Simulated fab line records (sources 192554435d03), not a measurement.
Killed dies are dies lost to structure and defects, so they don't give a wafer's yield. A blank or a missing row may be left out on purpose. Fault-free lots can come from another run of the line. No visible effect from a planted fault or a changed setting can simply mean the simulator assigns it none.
fab line records | flow n5-finfet
record: lots: 5 wafers: 15 last-day: 19
route steps=1938 shown BEOL_M2@922 BEOL_M3@931 BEOL_M4@1111 PASSIVATION@1936
lots that met no fault: from a run of the same line without faults
start-h: hours from the record's first day to the start of the lot's first wafer shown | wait-h: hours from the lot's prior step to this one | " repeats the value in the row above | L1.1+2: a row that stands for several wafers | - value missing, or start not given | * or withheld: withheld | < > ~ a bound
route shown NAME@n: a module of which the file shows steps, and the number in the route of the first | usual: mean/standard deviation of fault-free wafers | same: alike in all rows | chamber/n: place in a boat | sites: each site's reading | _std_site: the standard deviation of these | _edge_site: outer sites' mean less inner sites' | radius-mm: for every site, how far away it sits from the centre of the wafer | mask NAME#n: copy n | behind: the most recent tool/chamber to have shaped the wafer | hold: the reason the lot was held/the length of the hold in hours/how it ended | device: transistor that didn't switch, given as n, p or np | end of line: the same wafers' tests at the end of the route | a step without rows: its recipe alone | killed: count of dies lost to structure and defects at first sort (not the wafer's yield) | map: dies across one wafer; x = killed, . = not, _ = none there
set.NAME: the setting that was run; set.NAME@STEP: the one run at that earlier step | model.NAME: the simulator's own value behind a step, which no gauge read
lots seen at some steps along the route; tables by step, rows by wafer
services: from which hour (start-h, from the record's first day; less than 0 if before it) a tool's chamber was out of use, for how many hours, and why
== steps ==
step: N5_BEOL_M2_ANNEAL_51
recipe: temp-c: 225 time-s: 90 ambient: N2
step: N5_BEOL_M2_CMP_52
recipe: stop-on: SiOC t-overpolish-s: 6.8 down-force-psi: 1 platen-rpm: 50 clearing-platen-down-force-psi: 1.5 clearing-platen-rpm: 50 post-cmp-clean: cu-alkaline target-thk-nm: 40 clearing-platen-pad-velocity-m-s: 0.99484 pad-velocity-m-s: 0.99484
usual: barrier-field-endpoint-s: 24.7/0.61 edge-zone-pressure-frac: 1.000/0.0044 motor-current-A: 6.3/0.55 overpolish-run-s: 6.800/0.0086 time-to-endpoint-s: 63/3
columns lot.wafer tool chamber start-h wait-h barrier-field-endpoint-s edge-zone-pressure-frac motor-current-A overpolish-run-s time-to-endpoint-s
L467.4 cmp-04 1 161.47 0.1 24.0 0.995 6.2 6.809 54
L467.2 " 0 " " 23.8 1.004 5.3 6.795 62
L467.5 " 1 " " 24.1 1.003 6.4 6.808 55
L474.2 cmp-04 2 220.01 0.3 24.1 0.999 6.5 6.790 63
L474.5 " 3 " " 24.5 1.006 5.7 6.797 65
L474.6 " 0 " " 24.6 1.002 5.8 6.802 65
L476.3 cmp-01 0 224.53 0.2 25.5 0.995 5.8 6.792 68
L476.1 " 3 " " 25.3 1.006 5.6 6.799 68
L476.5 " 1 " " 25.5 1.001 6.1 6.791 66
L481.4 cmp-01 0 268.67 0.2 25.2 0.997 5.6 6.793 64
L481.2 " 1 " " 24.3 1.002 6.1 6.811 64
L481.5 " 0 " " 24.6 1.004 5.7 6.803 60
L486.3 cmp-01 1 282.47 0.2 24.3 0.997 6.2 6.797 61
L486.2 " 2 " " 24.4 0.990 6.4 6.786 62
L486.5 " 1 " " 24.8 1.004 6.3 6.799 59
step: N5_BEOL_M2_THK_MEAS_53
recipe: thk-meas-gauge: xrf reads: Cu_of_BEOL_M2_ECD_50
usual: M2_THK: 39.6/1.4
columns lot.wafer tool chamber start-h wait-h M2_THK[nm]
L467.2 film-metro-01 - 161.77 - 40.0
L467.4 " - " " 38.6
L467.5 " - " " 36.8
L474.2 film-metro-02 - 220.19 - 39.5
L474.5 " - " " 39.5
L474.6 " - " " 40.1
L476.1 film-metro-02 - 224.82 - 42.4
L476.3 " - " " 42.1
L476.5 " - " " 41.0
L481.2 film-metro-01 - 268.93 - 40.4
L481.4 " - " " 39.3
L481.5 " - " " 39.4
L486.2 film-metro-01 - 282.73 - 39.5
L486.3 " - " " 42.9
L486.5 " - " " 41.7
step: N5_BEOL_M2_PRE_CLEAN_60
recipe: gas: NH3/H2 time-s: 15 temp-c: * rf-power-w: 300
step: N5_BEOL_M2_CO_CAP_55
recipe: material: Co target-thk-a: 20 temp-c: 200 precursor: CCTBA/H2 pressure-torr: 30 time-s: 102.1
step: N5_BEOL_M2_PRE_CLEAN_56
recipe: gas: NH3 time-s: 15 temp-c: withheld rf-power-w: 300
step: N5_BEOL_M2_DEP_57
recipe: material: SiCN target-thk-a: 80 temp-c: withheld precursor: 3MS/NH3 pressure-torr: 3 rf-w: 202 time-s: 14
usual: showerhead-plenum-p-Torr: 3.670/0.016 showerhead-vpp-V: 855/40 throttle-valve-pct: 9.0/0.59
columns lot.wafer tool chamber start-h wait-h showerhead-plenum-p-Torr showerhead-vpp-V throttle-valve-pct
L467.2 pecvd-01 2 161.96 0.0 3.677 846 8.5
L467.4 " 0 " " 3.668 860 8.3
L467.5 " 2 " " 3.676 835 8.4
L474.2 pecvd-03 0 220.50 0.0 3.656 837 9.0
L474.5 " 1 " " 3.654 935 9.4
L474.6 " 0 " " 3.646 851 9.0
L476.1 pecvd-03 2 225.01 0.0 3.670 815 8.2
L476.3 " 1 " " 3.648 949 9.5
L476.5 " 1 " " 3.649 952 9.4
L481.2 pecvd-01 1 269.12 0.0 3.699 829 9.7
L481.4 " 0 " " 3.673 866 8.7
L481.5 " 2 " " 3.682 851 8.3
L486.2 pecvd-01 1 282.94 0.0 3.703 824 10.1
L486.3 " 0 " " 3.677 863 8.8
L486.5 " 0 " " 3.669 860 8.8
step: N5_BEOL_M2_RS_MEAS_58
recipe: thk-meas-gauge: four-point-probe reads: Co_of_BEOL_M2_CO_CAP_55+Cu_of_BEOL_M2_ECD_50+Co_of_BEOL_M2_CVD_47+TaN_of_BEOL_M2_ALD_84
usual: M2_RS: 0.68/0.032
columns lot.wafer tool chamber start-h wait-h M2_RS[ohm/sq]
L467.2 film-metro-01 - 162.03 0.1 0.67
L467.4 " - " " 0.70
L467.5 " - " " 0.75
L474.2 film-metro-02 - 220.57 0.1 0.69
L474.5 " - " " 0.68
L474.6 " - " " 0.67
L476.1 film-metro-02 - 225.08 0.0 0.62
L476.3 " - " " 0.62
L476.5 " - " " 0.65
L481.2 film-metro-01 - 269.19 0.1 0.66
L481.4 " - " " 0.69
L481.5 " - " " 0.68
L486.2 film-metro-01 - 283.01 0.1 0.68
L486.3 " - " " 0.61
L486.5 " - " " 0.64
step: N5_BEOL_M2_INSPECT_59
recipe: inspect-instrument: darkfield mode: post-dep
usual: raw-defect-count: 68/22
columns lot.wafer tool chamber start-h wait-h raw-defect-count
L467.2 defect-inspect-02 - 162.06 0.0 110
L467.4 " - " " 68
L467.5 " - " " 98
L474.2 defect-inspect-01 - 220.60 0.0 65
L474.5 " - " " 90
L474.6 " - " " 58
L476.1 defect-inspect-02 - 225.11 0.0 78
L476.3 " - " " 58
L476.5 " - " " 105
L481.2 defect-inspect-02 - 269.21 0.0 80
L481.4 " - " " 138
L481.5 " - " " 92
L486.2 defect-inspect-02 - 283.04 0.0 53
L486.3 " - " " 84
L486.5 " - " " 61
step: N5_BEOL_M3_ILD_DEP_00
recipe: material: SiOC target-thk-a: 790 temp-c: 350 precursor: DEMS/O2 pressure-torr: 5 rf-w: 500 time-s: 15.3
usual: heater-power-w: 488/78 showerhead-plenum-p-Torr: 5.700/0.02 showerhead-vpp-V: 1339/49 throttle-valve-pct: 11.9/0.63
columns lot.wafer tool chamber start-h wait-h heater-power-w showerhead-plenum-p-Torr showerhead-vpp-V throttle-valve-pct
L467.2 pecvd-01 2 162.09 0.0 497 5.718 1361 11.0
L467.4 " 2 " " 507 5.701 1342 11.0
L467.5 " 0 " " 463 5.691 1390 11.6
L474.2 pecvd-02 1 220.63 0.0 457 5.674 1385 11.3
L474.5 " 2 " " 511 5.691 1317 12.2
L474.6 " 1 " " 468 5.660 1375 11.2
L476.1 pecvd-02 2 225.14 0.0 569 5.694 1301 12.2
L476.3 " 0 " " 423 5.705 1361 12.3
L476.5 " 1 " " 467 5.662 1398 11.2
L481.2 pecvd-02 0 269.25 0.0 388 5.698 1341 12.2
L481.4 " 2 " " 600 5.715 1296 12.3
L481.5 " 0 " " 391 5.698 1389 12.6
L486.2 pecvd-04 1 283.07 0.0 415 5.670 1235 11.6
L486.3 " 2 " " 668 5.711 1357 11.4
L486.5 " 0 " " 511 5.709 1408 12.3
step: N5_BEOL_M3_THK_MEAS_01
recipe: reads: SiOC_of_BEOL_M3_ILD_DEP_00
usual: M3_ILD_THK: 78.9/1.1
columns lot.wafer tool chamber start-h wait-h M3_ILD_THK[nm]
L467.2 film-metro-01 - 162.16 0.1 79.2
L467.4 " - " " 80.7
L467.5 " - " " 79.3
L474.2 film-metro-02 - 220.70 0.1 78.7
L474.5 " - " " 79.1
L474.6 " - " " 79.3
L476.1 film-metro-01 - 225.21 0.0 77.3
L476.3 " - " " 78.6
L476.5 " - " " 79.6
L481.2 film-metro-01 - 269.32 0.1 78.4
L481.4 " - " " 78.5
L481.5 " - " " 79.9
L486.2 film-metro-02 - 283.14 0.1 78.2
L486.3 " - " " 77.5
L486.5 " - " " 79.6
step: N5_BEOL_M3_PECVD_72
recipe: material: SiO2 target-thk-a: 160 temp-c: 400 precursor: TEOS/O2 pressure-torr: 5.5 rf-w: 450 teos-flow-sccm: 53.8 gas: O2 flow-sccm: 3000 time-s: 18
usual: heater-power-w: 728/110 showerhead-plenum-p-Torr: 8.81/0.087 showerhead-vpp-V: 1270/54 throttle-valve-pct: 22.3/1.2
columns lot.wafer tool chamber start-h wait-h heater-power-w showerhead-plenum-p-Torr showerhead-vpp-V throttle-valve-pct
L467.2 pecvd-04 0 162.20 0.0 768 8.86 1324 23.1
L467.4 " 1 " " 755 8.67 1193 21.4
L467.5 " 0 " " 756 8.85 1354 23.3
L474.2 pecvd-01 1 220.74 0.0 662 8.96 1223 24.7
L474.5 " 0 " " 710 8.82 1291 21.5
L474.6 " 1 " " 680 9.00 1237 24.7
L476.1 pecvd-02 2 225.25 0.0 810 8.85 1229 22.9
L476.3 " 0 " " 645 8.84 1297 23.1
L476.5 " 0 " " 633 8.83 1300 23.4
L481.2 pecvd-04 0 269.35 0.0 694 8.85 1356 23.5
L481.4 " 0 " " 682 8.84 1343 23.3
L481.5 " 2 " " 940 8.85 1275 21.7
L486.2 pecvd-02 2 283.18 0.0 701 8.82 1231 22.7
L486.3 " 1 " " 696 8.71 1307 20.8
L486.5 " 2 " " 710 8.83 1213 22.9
step: N5_BEOL_M3_HM_DEP_02
recipe: material: TiN target-thk-a: 200 temp-c: 25 chamber-pressure-pa: 0.49996
usual: throttle-valve-pct: 29.9/1
columns lot.wafer tool chamber start-h wait-h throttle-valve-pct
L467.2 pvd-sputter-01 - 165.74 3.5 29.9
L467.4 " - " " 29.6
L467.5 " - " " 31.0
L474.2 pvd-sputter-01 - 220.81 0.1 27.8
L474.5 " - " " 30.0
L474.6 " - " " 27.6
L476.1 pvd-sputter-03 - 226.94 1.7 30.9
L476.3 " - " " 28.7
L476.5 " - " " 30.5
L481.2 pvd-sputter-03 - 269.58 0.2 29.1
L481.4 " - " " 28.6
L481.5 " - " " 30.3
L486.2 pvd-sputter-01 - 283.27 0.1 29.5
L486.3 " - " " 31.2
L486.5 " - " " 30.8
step: N5_BEOL_M3_COAT_61
recipe: resist: SOC temp-c: 250 time-s: 60 spin-rpm: 1500 resist-thk-nm: 60
step: N5_BEOL_M3_COAT_62
recipe: resist: SiARC temp-c: 220 time-s: 60 spin-rpm: 1500 resist-thk-nm: 12
step: N5_BEOL_M3_COAT_73
recipe: resist: underlayer temp-c: 205 time-s: 60 spin-rpm: 1500 resist-thk-nm: 5
step: N5_BEOL_M3_COAT_05
recipe: resist: CAR-EUV spin-rpm: 1500 resist-thk-nm: 30
step: N5_BEOL_M3_EBR_07
recipe: solvent: PGMEA ebr-width-mm: 1.5
step: N5_BEOL_M3_SOFTBAKE_06
recipe: temp-c: 110 time-s: 60 resist: CAR-EUV
step: N5_BEOL_M3_EXPOSE_08
recipe: mask-id: M3 na: 0.33 source-shape: dipole sigma-inner: 0.369 sigma-outer: 0.767 polarization: unpolarized dose-mj: 33
step: N5_BEOL_M3_PEB_09
recipe: peb-temp-c: 100 peb-time-s: 60 resist: CAR-EUV
step: N5_BEOL_M3_DEVELOP_10
recipe: develop-time-s: 30 developer: TMAH resist: CAR-EUV rinse-liquid: surfactant-rinse dry: air-spin dev-temp-c: 23
step: N5_BEOL_M3_CD_MEAS_11
recipe: target-cd-nm: 17.05 landing-energy-ev: 500 detector: se-inlens polarity: opening
usual: cd-nm: 17.03/0.24
columns lot.wafer tool chamber start-h wait-h cd-nm
L467.2 cd-sem-01 0 166.26 - 17.51
L467.4 " 0 " " 16.81
L467.5 " 0 " " 17.00
L474.2 cd-sem-03 0 221.20 - 17.15
L474.5 " 0 " " 16.82
L474.6 " 0 " " 17.32
L476.1 cd-sem-02 0 227.33 - 17.34
L476.3 " 0 " " 17.19
L476.5 " 0 " " 17.12
L481.2 cd-sem-02 0 270.15 - 17.04
L481.4 " 0 " " 17.13
L481.5 " 0 " " 16.63
L486.2 cd-sem-01 0 283.78 - 17.05
L486.3 " 0 " " 17.05
L486.5 " 0 " " 17.30
step: N5_BEOL_M3_OVL_MEAS_12
recipe: points-per-wafer: 522
usual: M3_OVL: 0.3/0.55
columns lot.wafer tool chamber start-h wait-h M3_OVL[nm]
L467.2 overlay-02 0 166.29 0.0 0.3
L467.4 " 0 " " 0.3
L467.5 " 0 " " 0.0
L474.2 overlay-02 0 221.24 0.0 -0.3
L474.5 " 0 " " -0.2
L474.6 " 0 " " 1.0
L476.1 overlay-01 0 227.36 0.0 0.4
L476.3 " 0 " " -0.1
L476.5 " 0 " " 0.3
L481.2 overlay-02 0 270.18 0.0 0.5
L481.4 " 0 " " 0.9
L481.5 " 0 " " -0.1
L486.2 overlay-01 0 283.82 0.0 0.6
L486.3 " 0 " " 0.0
L486.5 " 0 " " 0.4
step: N5_BEOL_M3_INSPECT_13
recipe: mode: adi inspect-instrument: brightfield
usual: raw-defect-count: 407/95
columns lot.wafer tool chamber start-h wait-h raw-defect-count
L467.2 defect-inspect-02 - 166.35 0.0 536
L467.4 " - " " 550
L467.5 " - " " 388
L474.2 defect-inspect-02 - 221.29 0.0 495
L474.5 " - " " 458
L474.6 " - " " 454
L476.1 defect-inspect-02 - 227.42 0.1 476
L476.3 " - " " 431
L476.5 " - " " 616
L481.2 defect-inspect-02 - 270.24 0.0 661
L481.4 " - " " 647
L481.5 " - " " 724
L486.2 defect-inspect-01 - 283.88 0.1 298
L486.3 " - " " 448
L486.5 " - " " 379
step: N5_BEOL_M3_DESCUM_16
recipe: chemistry: O2 time-s: 7 source-power-w: 50 bias-power-w: 20 pressure-mtorr: 20 rf-frequency-hz: 2.712e+07 temp-c: 40 resist: CAR-EUV o2-flow-sccm: 225
usual: drypump-motor-current-A: 5.8/0.48 oes-product-au: 0.79/0.087 rf-vpp-V: 242.8/1.7 showerhead-plenum-p-Torr: 2.07/0.086 throttle-valve-pct: 20.54/0.27
columns lot.wafer tool chamber start-h wait-h drypump-motor-current-A oes-product-au rf-hours-counter-h rf-vpp-V showerhead-plenum-p-Torr throttle-valve-pct
L467.2 rie-diel-06 2 166.62 0.3 6.1 0.94 7 244.1 2.14 20.53
L467.4 " 0 " " 5.3 0.77 117 241.2 1.93 20.69
L467.5 " 3 " " 6.0 0.71 - 242.7 1.98 20.61
L474.2 rie-diel-06 0 221.73 0.4 5.2 0.76 138 240.9 1.92 20.73
L474.5 " 0 " " 5.2 0.76 - 240.7 1.92 20.72
L474.6 " 1 " " 6.5 0.76 - 242.2 2.08 20.77
L476.1 rie-diel-02 2 227.45 0.0 5.3 0.79 131 241.4 2.02 20.50
L476.3 " 3 " " 5.2 0.88 54 244.3 2.11 20.63
L476.5 " 2 " " 5.3 0.79 - 241.5 2.02 20.50
L481.2 rie-diel-05 0 270.27 0.0 5.8 0.92 23 242.7 2.04 20.31
L481.4 " 2 " " 6.0 0.73 - 243.6 2.17 20.85
L481.5 " 3 " " 5.2 0.69 - 242.8 2.08 20.30
L486.2 rie-diel-02 0 283.91 0.0 6.1 0.90 19 243.9 2.12 19.69
L486.3 " 3 " " 5.2 0.86 73 243.9 2.10 20.67
L486.5 " 0 " " 6.1 0.91 - 245.0 2.12 19.71
step: N5_BEOL_M4_RC_MEAS_101
usual: DIBL_N: 35.8/1.7 DIBL_P: 35.3/2 IOFF_N: 0.150/0.026 IOFF_P: 0.194/0.029 ION_N: 667/11 ION_P: 456/7.1 SS_N: 71.4/0.65 SS_P: 73.1/0.64 VT_N: 251/3 VT_P: -252/3.2
columns lot.wafer tool chamber start-h wait-h DIBL_N[mV/V] DIBL_P[mV/V] IOFF_N[nA/um] IOFF_P[nA/um] ION_N[uA/um] ION_P[uA/um] SS_N[mV/dec] SS_P[mV/dec] VT_N[mV] VT_P[mV]
L467.2 prober-01 0 210.04 0.2 36.3 37.0 0.139 0.193 659 454 70.9 72.5 255 -252
L467.4 " 0 " " 36.9 38.1 0.167 0.215 672 456 72.6 73.2 248 -252
L467.5 " 0 " " 35.6 36.1 0.132 0.178 655 449 71.1 72.9 253 -255
L474.2 prober-02 0 270.14 0.2 30.0 30.1 0.088 0.135 649 450 70.0 71.1 256 -256
L474.5 " 0 " " 35.2 37.6 0.169 0.223 689 469 71.3 72.4 245 -250
L474.6 " 0 " " 35.3 37.3 0.169 0.235 680 470 71.1 73.3 248 -245
L476.1 prober-01 0 276.86 0.0 36.7 37.7 0.203 0.258 695 473 72.1 73.8 245 -245
L476.3 " 0 " " 34.6 35.8 0.151 0.226 674 463 71.8 73.1 249 -249
L476.5 " 0 " " 32.9 34.1 0.127 0.200 660 464 70.6 72.9 251 -250
L481.2 prober-01 0 317.83 0.2 37.3 35.9 0.184 0.223 687 468 71.8 73.1 247 -251
L481.4 " 0 " " 38.2 34.3 0.182 0.198 672 448 72.7 73.5 250 -253
L481.5 " 0 " " 39.5 36.2 0.226 0.231 674 453 72.9 73.8 246 -248
L486.2 prober-01 0 335.98 0.2 36.6 34.0 0.167 0.213 659 461 72.4 72.8 251 -246
L486.3 " 0 " " 36.7 35.4 0.170 0.237 670 461 72.0 73.1 248 -247
L486.5 " 0 " " 36.9 34.7 0.158 0.221 659 455 72.4 73.7 252 -248
step: N5_PASSIVATION_PROBE_49
usual: defect-limited-yield: 91.5/1.4 killed_at_M0_to_M3: 34/11 killed_at_M4_up: 15/6 killed-at-contacts: 11/5.9 killed-at-front-end: 37/11 killed-at-other: 3.6/2.9 killed-dies: 101/17 killed-on-rim: 13/4 killed-open: 66/12 killed-short: 33/7.8 sort_bin_5_function: 5.0/0.97 sort_bin_6_memory: 3.2/0.65 sort_bin_8_speed: 0.02/0.2 sort-n-pass: 1079/17 sort-yield-pct: 91.4/1.4
same: gross-dies: 1180 killed-at-back-side: 0 sort_bin_4_leakage[%]: 0
columns lot.wafer tool chamber start-h wait-h defect-limited-yield[%] killed_at_M0_to_M3 killed_at_M4_up killed-at-contacts killed-at-front-end killed-at-other killed-dies killed-on-rim killed-open killed-short sort_bin_5_function[%] sort_bin_6_memory[%] sort_bin_8_speed[%] sort-n-pass sort-yield-pct[%]
L476.1 prober-01 - 381.38 0.0 90.9 13 15 19 56 4 107 19 64 40 4.7 3.8 0 1073 90.9
L476.3 prober-01 - 381.48 0.1 90.4 24 18 10 61 0 113 15 82 31 5.4 3.6 0 1067 90.4
L476.5 prober-01 - 381.58 0.2 90.7 28 7 8 67 0 110 18 78 31 5.3 3.9 0 1070 90.7
L481.2 prober-02 - 427.58 0.1 88.0 83 8 12 34 5 142 23 50 22 7.8 3.1 0.08 1038 88.0
L481.4 prober-02 - 427.68 0.2 86.4 100 11 10 35 5 161 20 60 28 7.9 4.7 0 1019 86.4
L481.5 prober-02 - 427.73 0.2 87.1 68 11 23 43 7 152 30 76 33 7.5 4.2 0 1028 87.1
L486.2 prober-01 - 445.36 0.1 90.5 40 15 6 45 6 112 14 59 51 5.3 4.0 0 1068 90.5
L486.3 prober-01 - 445.41 0.1 91.6 32 14 11 34 8 99 8 58 37 5.4 2.7 0 1081 91.6
L486.5 prober-01 - 445.51 0.2 91.9 42 15 1 31 7 96 11 64 32 4.9 2.9 0 1084 91.9
killed by level:class
L476.1 STI_FIN_REVEAL:geometric-particle:open=20 MOL_CONTACT_COAG:geometric-particle:open=15 FIN_SAQP:geometric-particle:short=10 GATE_CUT:geometric-particle:open=5 FIN_SAQP:geometric-particle:open=4 GATE_CUT:geometric-particle:short=4 MOL_CONTACT_COAG:geometric-particle:short=4 BEOL_M5:geometric-particle:short=4
L476.3 STI_FIN_REVEAL:geometric-particle:open=30 FIN_SAQP:geometric-particle:short=10 MOL_CONTACT_COAG:geometric-particle:open=9 FIN_SAQP:geometric-particle:open=7 STI_FIN_REVEAL:geometric-particle:short=6 BEOL_M3:geometric-particle:open=5 BEOL_M0_SAQP:geometric-particle:open=4 BEOL_M4:geometric-particle:open=4
L476.5 STI_FIN_REVEAL:geometric-particle:open=25 FIN_SAQP:geometric-particle:short=12 BEOL_M2:geometric-particle:open=11 FIN_SAQP:geometric-particle:open=8 BEOL_M0_SAQP:geometric-particle:open=6 DUMMY_GATE:geometric-particle:open=6 MOL_CONTACT_COAG:geometric-particle:open=5 STARTING-WAFER:geometric-particle:open=5
L481.2 BEOL_M3:unspecified=67 FIN_SAQP:geometric-particle:open=9 MOL_CONTACT_COAG:geometric-particle:open=9 STI_FIN_REVEAL:geometric-particle:open=7 BEOL_M2:geometric-particle:open=6 FIN_SAQP:geometric-particle:short=5 MOL_CONTACT_COAG:geometric-particle:short=3 STI_FIN_REVEAL:geometric-particle:short=2
L481.4 BEOL_M3:unspecified=70 FIN_SAQP:geometric-particle:open=11 MOL_CONTACT_COAG:geometric-particle:open=7 FIN_SAQP:geometric-particle:short=6 BEOL_M4:geometric-particle:open=6 BEOL_M1:geometric-particle:open=6 STI_FIN_REVEAL:geometric-particle:open=5 BEOL_M0_SAQP:geometric-particle:short=5
L481.5 BEOL_M3:unspecified=43 MOL_CONTACT_COAG:geometric-particle:open=22 STI_FIN_REVEAL:geometric-particle:open=10 FIN_SAQP:geometric-particle:open=8 STI_FIN_REVEAL:geometric-particle:short=6 FIN_SAQP:geometric-particle:short=5 BEOL_M1:geometric-particle:open=5 STARTING-WAFER:geometric-particle:open=5
L486.2 BEOL_M0_SAQP:geometric-particle:short=15 FIN_SAQP:geometric-particle:short=9 BEOL_M3:geometric-particle:open=7 BEOL_M0_SAQP:geometric-particle:open=6 STI_FIN_REVEAL:geometric-particle:open=5 STARTING-WAFER:geometric-particle:open=5 FIN_SAQP:geometric-particle:open=4 GATE_CUT:geometric-particle:open=4
L486.3 BEOL_M0_SAQP:geometric-particle:short=10 MOL_CONTACT_COAG:geometric-particle:open=8 BEOL_M0_SAQP:geometric-particle:open=8 STI_FIN_REVEAL:geometric-particle:open=6 FIN_SAQP:geometric-particle:open=5 FIN_SAQP:geometric-particle:short=4 BEOL_M1:geometric-particle:open=4 BEOL_M2:geometric-particle:open=4
L486.5 BEOL_M2:geometric-particle:open=10 STI_FIN_REVEAL:geometric-particle:open=8 FIN_SAQP:geometric-particle:short=7 BEOL_M3:geometric-particle:short=6 FIN_SAQP:geometric-particle:open=5 BEOL_M0_SAQP:geometric-particle:short=5 BEOL_M0:geometric-particle:open=5 BEOL_M4:geometric-particle:open=5
map L481.4 (x killed, . not)
_________________............________________
______________.....x............_____________
___________.................x......__________
__________.............x.x.x........_________
________.x...x..x.................x..._______
_______.....................x.........x______
______........x............x............_____
_____....................xxx..........x.x____
____........x.........................x...___
___..............................x.........__
___.......x.xx....................x..x.....__
__.....x........x..x........................_
__........x.....x...........x..x............_
_........................x...................
_...x......x........x...x...x................
_.............x...........x.x..........x...x.
_....x.x...........x................x........
_.............xx...........x.................
_......x........x.......x.x..............x...
_..........x.............x..x..............x.
_................x..................x........
__.....xx...............xx...x..........x..._
__....................x..x.......xx..x......_
___........x..............x......x..xx.x...__
___....x.................x..x..xx.xxxx..x..__
____..........................xxxxx.xx.x.x___
_____...........x............xxxxxxxxxxx.____
______...................x..x.xxxxxxxxxx_____
_______.....x...............xxxxxxxxxxx______
________..........x.....x.....xxxxxxxx_______
__________....x...............xxxxxx_________
___________........x......x..xxx.xx__________
______________.................._____________
_________________...xx..x....________________
map L476.3 (x killed, . not)
_________________...x........________________
______________..........x......._____________
___________...........x..x.....x...__________
__________....................x..x.._________
________..xx...............xx........._______
_______.................x..............______
______....x.....x......................._____
_____........x...x..............x........____
____x.....x.......x.x....x.x..............___
___.........x..................x........x..__
___..........x..........x.x.............x..__
__..............................x..x...x...._
__.........x.x..x...x.......x....x.........._
_..........x..................x..............
_...x..................x............x........
_............x.x.....x.........x........x....
_...............x................x.x....x...x
_......x...x............x....................
_.x...xx..........x................x.x..x....
_.............x......x.......................
_..........x.........x...............x.......
__........x.......x...................x..x.._
__.........x.............x......x...x.....xx_
___...x.............x.x.x...x.......xx.....__
___.x.....x..x.......x...........x.........__
____.x.........x..x.........x.............___
_____....x.......................x.......____
______...........................x...xx._____
_______................x...............______
________.....x.........x.x............_______
__________.................x....x..x_________
___________....x..................x__________
______________.............x...._____________
_________________x....x...x..________________
== services ==
columns tool chamber start-h hours kind
cmp-04 - 145.15 4.0 pm
rie-diel-02 - 145.67 1.1 repair
cmp-01 - 149.55 4.3 repair
pecvd-01 - 164.40 1.5 repair
cmp-04 - 170.40 5.5 pm
rie-diel-06 3 177.16 1.4 repair
pecvd-03 - 179.32 2.1 repair
rie-diel-06 1 192.14 6.6 repair
pecvd-01 - 195.97 1.0 repair
pecvd-01 0 199.32 2.1 scheduled-down
pecvd-01 2 202.38 - clean
pecvd-01 2 202.38 - consumable-replace:showerhead
pecvd-01 2 202.38 29.0 scheduled-down
pecvd-01 2 202.38 29.0 vent-cycle
cmp-01 - 209.94 0.7 repair
rie-diel-06 3 210.04 5.9 repair
cmp-04 - 210.22 3.0 repair
rie-diel-05 - 215.11 2.8 pm
cmp-04 - 222.11 5.8 pm
pecvd-01 - 227.82 5.1 repair
pecvd-03 - 229.72 4.3 pm
pecvd-03 0 236.89 5.9 repair
cmp-04 - 254.38 2.5 repair
cmp-01 - 263.67 4.0 pm
== key ==
first-sign: step: N5_BEOL_M3_INSPECT_13 reading: raw-defect-count direction: up sigmas: 2.8 usual: 407 struck: 677
effect: step: N5_PASSIVATION_PROBE_49 reading: killed_at_M0_to_M3 direction: up sigmas: 4.6 usual: 34 struck: 84
more-kills-born-at: N5_BEOL_M3_HM_DEP_02@pvd-sputter-03: 180
met-at N5_BEOL_M3_HM_DEP_02
struck-wafers L481.2,L481.4,L481.5
onset-between 226.94 269.58
also-fits N5_BEOL_M3_ILD_DEP_00:pecvd-02,N5_BEOL_M3_PECVD_72:pecvd-04
fault: kind: chamber-particle-source tool: pvd-sputter-03 chamber: - onset-h: 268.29 steps: N5_BEOL_M3_HM_DEP_02 rate-per-visit-cm2: 0.38759 end-h: 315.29
